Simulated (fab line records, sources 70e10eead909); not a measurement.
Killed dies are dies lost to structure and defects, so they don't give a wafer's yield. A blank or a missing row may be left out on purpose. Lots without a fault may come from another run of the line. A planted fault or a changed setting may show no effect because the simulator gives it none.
Which tool did it? | flow nand_harc | 12 lots, 36 wafers sampled, at 2 steps of a route of 1302

WHAT THE GAUGES READ, wafer by wafer
NHARC_A_CONTACT_OVL_MEAS_43.
lot  | measured     | on         | overlay_x_nm (nm)
L076 | day 22 01:23 | overlay-01 | -0.9 -0.4 -0.9
L077 | day 22 19:13 | overlay-02 | 0.0 0.3 -0.2
L078 | day 22 18:58 | overlay-01 | 0.8 0.7 0.9
L080 | day 24 12:21 | overlay-02 | 0.1 0.2 0.5
L084 | day 25 05:09 | overlay-02 | 0.3 -0.3 -0.3
L086 | day 25 21:16 | overlay-01 | 0.6 0.6 0.4
L085 | day 26 10:45 | overlay-01 | 0.1 0.0 0.6
L091 | day 27 17:56 | overlay-01 | 0.4 0.4 0.7
L088 | day 27 22:19 | overlay-02 | -0.5 0.8 0.4
L093 | day 29 13:12 | overlay-02 | 0.3 -0.5 -0.2
L095 | day 29 18:50 | overlay-01 | 0.4 0.3 0.6
L097 | day 31 16:14 | overlay-01 | 1.1 0.6 0.8

WHICH TOOL RAN EACH LOT (tool, then ch and the chambers of the sampled wafers, then the start)
lot  | NHARC_A_WL_FILL_STRIP_27
L076 | plasma_asher-02 ch 0,1, day 21 01:07
L077 | plasma_asher-01 ch 0,1, day 21 18:40
L078 | plasma_asher-02 ch 0,1, day 21 21:25
L080 | plasma_asher-01 ch 0,1, day 23 14:10
L084 | plasma_asher-02 ch 0,1, day 24 07:00
L086 | plasma_asher-01 ch 1, day 24 19:45
L085 | plasma_asher-02 ch 0,1, day 25 07:25
L091 | plasma_asher-02 ch 0,1, day 26 17:33
L088 | plasma_asher-02 ch 0,1, day 26 21:33
L093 | plasma_asher-02 ch 0,1, day 28 15:05
L095 | plasma_asher-02 ch 0,1, day 28 18:50
L097 | plasma_asher-02 ch 0,1, day 30 18:33
- NHARC_A_WL_FILL_STRIP_27: strips in N2/H2, time 20 s.

THE ANSWER, worked out from the rows above alone
Rule: what is usual is taken from the lots themselves. Put in order of their means at a reading, lots are off if they are a third of the lots or fewer, leave a main group of 4 or more, and stand apart from it by a gap of 3 or more times the standard deviation of the main group's means; of several such gaps the widest counts. A main group whose means are all the same, to the digits that the tables above print for the reading, isn't used. A lot without any number at a reading at which 4 lots or more have one is off too. The other lots that the step has rows for count as sound.
No lot is off at any reading shown: from this, nothing can be told.

WHAT THE SIMULATOR HAD PUT IN
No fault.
